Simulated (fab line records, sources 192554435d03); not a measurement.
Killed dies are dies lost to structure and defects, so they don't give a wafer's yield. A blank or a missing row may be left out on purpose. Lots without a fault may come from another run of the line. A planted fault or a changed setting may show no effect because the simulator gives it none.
Which tool did it? | flow n5_finfet | 22 lots, 66 wafers sampled, at 6 steps of a route of 1938

WHAT THE GAUGES READ, wafer by wafer
The record holds no reading of a measuring or inspecting step that can be judged against a usual standard deviation.

WHICH TOOL RAN EACH LOT (tool, then ch and the chambers of the sampled wafers, then the start)
lot  | N5_GATE_CUT_ETCH_56               | N5_GATE_CUT_ETCH_58                | N5_GATE_CUT_DESCUM_18              | N5_GATE_CUT_ETCH_19                | N5_GATE_CUT_STRIP_21                 | N5_GATE_CUT_CMP_43
L074 | rie_metal-01 ch 0,1, day 4 08:48  | rie_diel-04 ch 0,1, day 4 08:58    | rie_diel-01 ch 2,3, day 4 12:50    | rie_diel-01 ch 2,3, day 4 13:08    | plasma_asher-01 ch 0,1, day 4 13:31  | cmp-02 ch 1,2,3, day 4 15:30
L075 | rie_metal-03 ch 0,1, day 4 16:19  | rie_diel-04 ch 0,1,3, day 4 16:29  | rie_diel-01 ch 0,2,3, day 4 19:52  | rie_diel-01 ch 0,2,3, day 4 20:08  | plasma_asher-01 ch 0,1, day 4 20:33  | cmp-02 ch 0,1,2, day 4 23:46
L076 | rie_metal-03 ch 0,1, day 4 19:52  | rie_diel-04 ch 2,3, day 4 20:02    | rie_diel-04 ch 0,2,3, day 4 23:47  | rie_diel-04 ch 0,2,3, day 5 00:04  | plasma_asher-02 ch 0,1, day 5 00:28  | cmp-01 ch 0,2,3, day 5 02:26
L077 | rie_metal-02 ch 0,1, day 5 02:53  | rie_diel-04 ch 1,2, day 5 03:03    | rie_diel-03 ch 0,2,3, day 5 06:33  | rie_diel-03 ch 0,2,3, day 5 06:50  | plasma_asher-02 ch 0,1, day 5 07:14  | cmp-04 ch 2,3, day 5 09:22
L078 | rie_metal-02 ch 0,1, day 5 06:50  | rie_diel-04 ch 0,1,3, day 5 06:58  | rie_diel-01 ch 1,3, day 5 10:31    | rie_diel-01 ch 1,3, day 5 10:47    | plasma_asher-01 ch 0,1, day 5 11:13  | cmp-01 ch 0,3, day 5 13:29
L079 | rie_metal-03 ch 0,1, day 5 11:52  | rie_diel-01 ch 1,2, day 5 12:05    | rie_diel-03 ch 0,2,3, day 5 15:55  | rie_diel-03 ch 0,2,3, day 5 16:12  | plasma_asher-01 ch 0,1, day 5 16:36  | cmp-01 ch 0,1,2, day 5 18:43
L080 | rie_metal-02 ch 0,1, day 5 23:50  | rie_diel-03 ch 0,1,3, day 6 00:03  | rie_diel-03 ch 0,3, day 6 03:26    | rie_diel-03 ch 0,3, day 6 03:44    | plasma_asher-01 ch 0,1, day 6 04:13  | cmp-02 ch 2,3, day 6 06:10
L081 | rie_metal-03 ch 0,1, day 6 02:37  | rie_diel-03 ch 0,1, day 6 02:47    | rie_diel-01 ch 0,1, day 6 06:11    | rie_diel-01 ch 0,1, day 6 06:28    | plasma_asher-01 ch 1, day 6 07:08    | cmp-01 ch 0,1,3, day 6 09:07
L084 | rie_metal-01 ch 0,1, day 6 17:37  | rie_diel-03 ch 0,2, day 6 17:48    | rie_diel-01 ch 0,1, day 6 21:13    | rie_diel-01 ch 0,1, day 6 21:30    | plasma_asher-01 ch 0,1, day 6 21:54  | cmp-01 ch 0,1, day 6 23:56
L083 | rie_metal-01 ch 0,1, day 6 18:50  | rie_diel-03 ch 0,1,3, day 6 19:02  | rie_diel-04 ch 0,1,2, day 6 22:31  | rie_diel-04 ch 0,1,2, day 6 22:48  | plasma_asher-02 ch 0,1, day 6 23:12  | cmp-04 ch 0,2,3, day 7 01:20
L085 | rie_metal-02 ch 0,1, day 7 04:09  | rie_diel-04 ch 0,1, day 7 04:19    | rie_diel-04 ch 0,2,3, day 7 07:42  | rie_diel-04 ch 0,2,3, day 7 07:59  | plasma_asher-01 ch 0,1, day 7 08:23  | cmp-02 ch 2,3, day 7 10:26
L086 | rie_metal-01 ch 0,1, day 7 09:29  | rie_diel-04 ch 0,1,2, day 7 09:40  | rie_diel-04 ch 0,1,3, day 7 14:00  | rie_diel-04 ch 0,1,3, day 7 14:17  | plasma_asher-02 ch 0,1, day 7 14:41  | cmp-02 ch 0,1,3, day 7 16:43
L087 | rie_metal-01 ch 0,1, day 7 13:18  | rie_diel-01 ch 0,2,3, day 7 13:37  | rie_diel-01 ch 0,3, day 7 17:25    | rie_diel-01 ch 0,3, day 7 17:42    | plasma_asher-02 ch 0,1, day 7 18:06  | cmp-02 ch 0,1,3, day 7 20:34
L088 | rie_metal-02 ch 1, day 7 23:40    | rie_diel-04 ch 0,2, day 7 23:50    | rie_diel-03 ch 0,1,2, day 8 03:26  | rie_diel-03 ch 0,1,2, day 8 03:43  | plasma_asher-02 ch 0,1, day 8 04:07  | cmp-04 ch 0,1,3, day 8 06:10
L089 | rie_metal-03 ch 0,1, day 8 01:50  | rie_diel-04 ch 1,3, day 8 02:00    | rie_diel-03 ch 0,1,3, day 8 05:26  | rie_diel-03 ch 0,1,3, day 8 05:43  | plasma_asher-02 ch 0,1, day 8 06:11  | cmp-04 ch 1,2, day 8 08:11
L090 | rie_metal-01 ch 1, day 8 07:02    | rie_diel-01 ch 2,3, day 8 07:22    | rie_diel-01 ch 0,2,3, day 8 10:45  | rie_diel-01 ch 0,2,3, day 8 11:02  | plasma_asher-02 ch 0,1, day 8 11:27  | cmp-02 ch 2,3, day 8 13:38
L091 | rie_metal-02 ch 1, day 8 12:49    | rie_diel-03 ch 1,3, day 8 12:59    | rie_diel-01 ch 1,3, day 8 16:22    | rie_diel-01 ch 1,3, day 8 16:39    | plasma_asher-02 ch 0,1, day 8 17:03  | cmp-01 ch 0,1, day 8 19:01
L092 | rie_metal-03 ch 0,1, day 8 19:13  | rie_diel-03 ch 0,2, day 8 19:23    | rie_diel-03 ch 0,1,3, day 8 22:52  | rie_diel-03 ch 0,1,3, day 8 23:09  | plasma_asher-02 ch 1, day 8 23:33    | cmp-04 ch 1,2, day 9 01:37
L093 | rie_metal-02 ch 1, day 9 05:41    | rie_diel-01 ch 0,2, day 9 05:52    | rie_diel-04 ch 0,1,2, day 9 09:28  | rie_diel-04 ch 0,1,2, day 9 09:46  | plasma_asher-01 ch 0,1, day 9 10:10  | cmp-04 ch 1,2,3, day 9 12:07
L094 | rie_metal-01 ch 0,1, day 9 13:28  | rie_diel-03 ch 2,3, day 9 13:44    | rie_diel-04 ch 0,1, day 9 17:20    | rie_diel-04 ch 0,1, day 9 17:37    | plasma_asher-01 ch 0,1, day 9 18:01  | cmp-01 ch 0,1,3, day 9 20:08
L096 | rie_metal-03 ch 0,1, day 10 07:04 | rie_diel-04 ch 0,1, day 10 07:12   | rie_diel-01 ch 0,2,3, day 10 11:51 | rie_diel-01 ch 0,2,3, day 10 12:08 | plasma_asher-02 ch 0,1, day 10 12:33 | cmp-02 ch 0,3, day 10 14:30
L097 | rie_metal-03 ch 0,1, day 10 09:20 | rie_diel-04 ch 0,1,2, day 10 09:30 | rie_diel-03 ch 1,2,3, day 10 13:29 | rie_diel-03 ch 1,2,3, day 10 13:47 | plasma_asher-01 ch 0,1, day 10 14:11 | cmp-04 ch 0,2,3, day 10 16:13
- N5_GATE_CUT_ETCH_56: etches TiN in Cl2/Ar, target depth 21.6 nm.
- N5_GATE_CUT_ETCH_58: etches SiNx in CH3F/O2, target depth 17 nm, time 128.6 s.
- N5_GATE_CUT_DESCUM_18: chemistry O2, time 7 s.
- N5_GATE_CUT_ETCH_19: etches SiNx in CH3F/O2, target depth 53.7 nm, time 76.7 s.
- N5_GATE_CUT_STRIP_21: strips in N2/H2, time 30 s.
- N5_GATE_CUT_CMP_43: polishes SiO2.

WHAT THE TOOLS THEMSELVES READ (means of the sampled wafers that have a number; where no wafer has one, the mark that the record gives instead)
N5_GATE_CUT_ETCH_56.
lot  | tool         | drypump_motor_current_A (A) | oes_ar_750_au (a.u.) | oes_product_au (a.u.) | throttle_valve_pct (%)
L074 | rie_metal-01 | 5.8                         | 0.86                 | 0.86                  | 20.85
L075 | rie_metal-03 | 5.7                         | 0.84                 | 0.84                  | 20.61
L076 | rie_metal-03 | 5.5                         | 0.88                 | 0.89                  | 20.47
L077 | rie_metal-02 | 5.3                         | 0.75                 | 0.75                  | 20.90
L078 | rie_metal-02 | 5.3                         | 0.75                 | 0.75                  | 20.90
L079 | rie_metal-03 | 5.7                         | 0.83                 | 0.84                  | 20.60
L080 | rie_metal-02 | 5.3                         | 0.74                 | 0.74                  | 20.90
L081 | rie_metal-03 | 5.5                         | 0.87                 | 0.87                  | 20.48
L084 | rie_metal-01 | 5.6                         | 0.87                 | 0.88                  | 20.75
L083 | rie_metal-01 | 5.8                         | 0.84                 | 0.83                  | 20.86
L085 | rie_metal-02 | 5.3                         | 0.73                 | 0.74                  | 20.89
L086 | rie_metal-01 | 5.8                         | 0.84                 | 0.83                  | 20.87
L087 | rie_metal-01 | 5.8                         | 0.84                 | 0.83                  | 20.87
L088 | rie_metal-02 | 6.0                         | 0.90                 | 0.90                  | 20.93
L089 | rie_metal-03 | 5.5                         | 0.84                 | 0.84                  | 20.50
L090 | rie_metal-01 | 6.1                         | 0.80                 | 0.79                  | 21.00
L091 | rie_metal-02 | 6.0                         | 0.89                 | 0.89                  | 20.94
L092 | rie_metal-03 | 5.5                         | 0.84                 | 0.84                  | 20.49
L093 | rie_metal-02 | 6.0                         | 0.88                 | 0.88                  | 20.93
L094 | rie_metal-01 | 5.8                         | 0.82                 | 0.81                  | 20.88
L096 | rie_metal-03 | 5.5                         | 0.82                 | 0.82                  | 20.51
L097 | rie_metal-03 | 5.7                         | 0.79                 | 0.80                  | 20.64

N5_GATE_CUT_ETCH_58.
lot  | tool        | drypump_motor_current_A (A) | oes_product_au (a.u.) | rf_vpp_V (V) | showerhead_plenum_p_Torr (Torr) | throttle_valve_pct (%)
L074 | rie_diel-04 | 5.8                         | 0.75                  | 99.4         | 2.03                            | 16.33
L075 | rie_diel-04 | 6.0                         | 0.76                  | 99.1         | 1.98                            | 16.29
L076 | rie_diel-04 | 6.0                         | 0.71                  | 99.1         | 2.02                            | 16.50
L077 | rie_diel-04 | 5.8                         | 0.76                  | 99.3         | 2.03                            | 16.32
L078 | rie_diel-04 | 6.0                         | 0.76                  | 98.7         | 1.98                            | 16.29
L079 | rie_diel-01 | 5.7                         | 0.77                  | 99.0         | 2.03                            | 16.26
L080 | rie_diel-03 | 5.3                         | 0.84                  | 98.5         | 1.96                            | 16.39
L081 | rie_diel-03 | 5.4                         | 0.78                  | 99.3         | 1.95                            | 16.46
L084 | rie_diel-03 | 5.3                         | 0.75                  | 98.8         | 1.97                            | 16.57
L083 | rie_diel-03 | 5.3                         | 0.83                  | 98.5         | 1.96                            | 16.39
L085 | rie_diel-04 | 5.7                         | 0.80                  | 99.4         | 1.98                            | 16.14
L086 | rie_diel-04 | 5.8                         | 0.74                  | 98.7         | 2.02                            | 16.35
L087 | rie_diel-01 | 5.3                         | 0.82                  | 98.7         | 2.05                            | 16.33
L088 | rie_diel-04 | 5.8                         | 0.68                  | 100.1        | 2.06                            | 16.57
L089 | rie_diel-04 | 5.9                         | 0.80                  | 97.3         | 1.93                            | 16.12
L090 | rie_diel-01 | 5.4                         | 0.82                  | 99.0         | 2.02                            | 16.32
L091 | rie_diel-03 | 5.1                         | 0.86                  | 98.4         | 1.98                            | 16.36
L092 | rie_diel-03 | 5.3                         | 0.79                  | 98.8         | 2.04                            | 16.57
L093 | rie_diel-01 | 5.4                         | 0.74                  | 99.5         | 2.03                            | 16.45
L094 | rie_diel-03 | 5.0                         | 0.84                  | 99.2         | 1.99                            | 16.48
L096 | rie_diel-04 | 5.7                         | 0.76                  | 98.5         | 1.98                            | 16.19
L097 | rie_diel-04 | 5.8                         | 0.72                  | 99.3         | 2.01                            | 16.41

N5_GATE_CUT_DESCUM_18.
lot  | tool        | drypump_motor_current_A (A) | oes_product_au (a.u.) | rf_vpp_V (V) | showerhead_plenum_p_Torr (Torr) | throttle_valve_pct (%)
L074 | rie_diel-01 | 5.5                         | 0.79                  | 244.7        | 2.09                            | 20.47
L075 | rie_diel-01 | 5.3                         | 0.85                  | 244.4        | 2.15                            | 20.43
L076 | rie_diel-04 | 6.0                         | 0.71                  | 242.8        | 2.11                            | 20.56
L077 | rie_diel-03 | 5.1                         | 0.82                  | 243.7        | 2.08                            | 20.64
L078 | rie_diel-01 | 5.6                         | 0.92                  | 244.5        | 2.17                            | 20.20
L079 | rie_diel-03 | 5.1                         | 0.81                  | 242.4        | 2.08                            | 20.65
L080 | rie_diel-03 | 5.0                         | 0.77                  | 240.9        | 2.00                            | 20.63
L081 | rie_diel-01 | 5.6                         | 0.90                  | 244.1        | 2.24                            | 20.12
L084 | rie_diel-01 | 5.7                         | 0.91                  | 244.9        | 2.23                            | 20.14
L083 | rie_diel-04 | 5.8                         | 0.74                  | 243.3        | 2.11                            | 20.46
L085 | rie_diel-04 | 6.0                         | 0.69                  | 243.3        | 2.10                            | 20.57
L086 | rie_diel-04 | 6.0                         | 0.75                  | 243.1        | 2.06                            | 20.39
L087 | rie_diel-01 | 5.2                         | 0.88                  | 245.1        | 2.20                            | 20.42
L088 | rie_diel-03 | 5.5                         | 0.81                  | 242.6        | 2.11                            | 20.59
L089 | rie_diel-03 | 5.3                         | 0.81                  | 243.1        | 2.05                            | 20.55
L090 | rie_diel-01 | 5.4                         | 0.82                  | 243.8        | 2.14                            | 20.46
L091 | rie_diel-01 | 5.6                         | 0.88                  | 244.4        | 2.16                            | 20.24
L092 | rie_diel-03 | 5.3                         | 0.80                  | 242.5        | 2.05                            | 20.55
L093 | rie_diel-04 | 5.7                         | 0.72                  | 242.7        | 2.11                            | 20.47
L094 | rie_diel-04 | 5.7                         | 0.77                  | 243.0        | 2.06                            | 20.30
L096 | rie_diel-01 | 5.3                         | 0.90                  | 243.6        | 2.13                            | 20.36
L097 | rie_diel-03 | 5.3                         | 0.83                  | 244.0        | 2.12                            | 20.58

N5_GATE_CUT_ETCH_19.
lot  | tool        | drypump_motor_current_A (A) | etch_rf_on_time_s (s) | oes_ar_750_au (a.u.) | oes_product_au (a.u.) | rf_vpp_V (V) | showerhead_plenum_p_Torr (Torr) | throttle_valve_pct (%)
L074 | rie_diel-01 | 5.5                         | 74.8                  | 0.78                 | 0.68                  | 298          | 2.01                            | 16.41
L075 | rie_diel-01 | 5.3                         | 75.4                  | 0.84                 | 0.73                  | 300          | 2.05                            | 16.33
L076 | rie_diel-04 | 6.0                         | 76.7                  | 0.71                 | 0.61                  | 299          | 2.02                            | 16.52
L077 | rie_diel-03 | 5.1                         | 76.7                  | 0.83                 | 0.70                  | 295          | 1.99                            | 16.52
L078 | rie_diel-01 | 5.6                         | 75.6                  | 0.91                 | 0.78                  | 303          | 2.07                            | 16.08
L079 | rie_diel-03 | 5.1                         | 76.1                  | 0.82                 | 0.70                  | 295          | 1.99                            | 16.53
L080 | rie_diel-03 | 5.1                         | 76.7                  | 0.77                 | 0.66                  | 293          | 1.92                            | 16.56
L081 | rie_diel-01 | 5.7                         | 76.5                  | 0.89                 | 0.77                  | 301          | 2.13                            | 15.97
L084 | rie_diel-01 | 5.6                         | 76.6                  | 0.88                 | 0.76                  | 301          | 2.12                            | 15.96
L083 | rie_diel-04 | 5.8                         | 77.6                  | 0.74                 | 0.63                  | 300          | 2.02                            | 16.39
L085 | rie_diel-04 | 6.0                         | 76.7                  | 0.70                 | 0.60                  | 298          | 2.01                            | 16.55
L086 | rie_diel-04 | 6.0                         | 77.0                  | 0.74                 | 0.64                  | 299          | 1.97                            | 16.36
L087 | rie_diel-01 | 5.2                         | 76.2                  | 0.88                 | 0.74                  | 299          | 2.09                            | 16.25
L088 | rie_diel-03 | 5.5                         | 75.3                  | 0.81                 | 0.69                  | 294          | 2.02                            | 16.48
L089 | rie_diel-03 | 5.3                         | 75.6                  | 0.81                 | 0.70                  | 295          | 1.96                            | 16.46
L090 | rie_diel-01 | 5.3                         | 75.9                  | 0.81                 | 0.70                  | 299          | 2.04                            | 16.37
L091 | rie_diel-01 | 5.6                         | 74.3                  | 0.86                 | 0.76                  | 301          | 2.06                            | 16.12
L092 | rie_diel-03 | 5.3                         | 77.0                  | 0.80                 | 0.68                  | 294          | 1.96                            | 16.46
L093 | rie_diel-04 | 5.8                         | 77.5                  | 0.73                 | 0.62                  | 300          | 2.02                            | 16.43
L094 | rie_diel-04 | 5.7                         | 76.4                  | 0.76                 | 0.66                  | 301          | 1.98                            | 16.22
L096 | rie_diel-01 | 5.3                         | 75.2                  | 0.89                 | 0.76                  | 298          | 2.04                            | 16.23
L097 | rie_diel-03 | 5.4                         | 76.7                  | 0.83                 | 0.71                  | 296          | 2.02                            | 16.45

N5_GATE_CUT_STRIP_21.
lot  | tool            | drypump_motor_current_A (A) | heater_power_w (W) | n2_flow_sccm (sccm)
L074 | plasma_asher-01 | 5.3                         | 369                | 1749
L075 | plasma_asher-01 | 5.3                         | 366                | 1753
L076 | plasma_asher-02 | 5.9                         | 307                | 1754
L077 | plasma_asher-02 | 6.1                         | 312                | 1747
L078 | plasma_asher-01 | 5.4                         | 343                | 1744
L079 | plasma_asher-01 | 5.4                         | 339                | 1747
L080 | plasma_asher-01 | 5.4                         | 346                | 1752
L081 | plasma_asher-01 | 5.1                         | 392                | 1741
L084 | plasma_asher-01 | 5.4                         | 343                | 1748
L083 | plasma_asher-02 | 6.0                         | 311                | 1755
L085 | plasma_asher-01 | 5.4                         | 344                | 1744
L086 | plasma_asher-02 | 6.0                         | 305                | 1759
L087 | plasma_asher-02 | 5.9                         | 307                | 1749
L088 | plasma_asher-02 | 5.9                         | 307                | 1749
L089 | plasma_asher-02 | 5.9                         | 307                | 1748
L090 | plasma_asher-02 | 5.9                         | 306                | 1746
L091 | plasma_asher-02 | 6.0                         | 317                | 1759
L092 | plasma_asher-02 | 6.2                         | 319                | 1747
L093 | plasma_asher-01 | 5.3                         | 364                | 1752
L094 | plasma_asher-01 | 5.3                         | 366                | 1748
L096 | plasma_asher-02 | 6.0                         | 308                | 1746
L097 | plasma_asher-01 | 5.3                         | 367                | 1747

N5_GATE_CUT_CMP_43.
lot  | tool   | motor_current_A (A) | pad_life_wafers
L074 | cmp-02 | 12.0                | 1724
L075 | cmp-02 | 12.4                | 1784
L076 | cmp-01 | 13.0                | 320
L077 | cmp-04 | 12.0                | 853
L078 | cmp-01 | 12.5                | 378
L079 | cmp-01 | 13.2                | 422
L080 | cmp-02 | 11.1                | 2034
L081 | cmp-01 | 12.6                | 559
L084 | cmp-01 | 12.9                | 674
L083 | cmp-04 | 12.1                | 1196
L085 | cmp-02 | 10.7                | 73
L086 | cmp-02 | 12.6                | 139
L087 | cmp-02 | 12.4                | 176
L088 | cmp-04 | 12.5                | 1478
L089 | cmp-04 | 11.8                | 1494
L090 | cmp-02 | 10.9                | 325
L091 | cmp-01 | 12.7                | 950
L092 | cmp-04 | 12.2                | 1620
L093 | cmp-04 | 12.2                | 1700
L094 | cmp-01 | 13.1                | 1142
L096 | cmp-02 | 11.2                | 762
L097 | cmp-04 | 12.1                | 1892

THE ANSWER, worked out from the rows above alone
Rule: what is usual is taken from the lots themselves. Put in order of their means at a reading, lots are off if they are a third of the lots or fewer, leave a main group of 4 or more, and stand apart from it by a gap of 3 or more times the standard deviation of the main group's means; of several such gaps the widest counts. A main group whose means are all the same, to the digits that the tables above print for the reading, isn't used. A lot without any number at a reading at which 4 lots or more have one is off too. The other lots that the step has rows for count as sound. The gauges are gone through in route order, then the tools' own readings, and for those a lot's mean is taken as printed above. The first step at which some lot is off is used, and at that step the reading that is off furthest; a lot without a number counts as furthest.
No lot is off at any reading shown: from this, nothing can be told.

WHAT THE SIMULATOR HAD PUT IN
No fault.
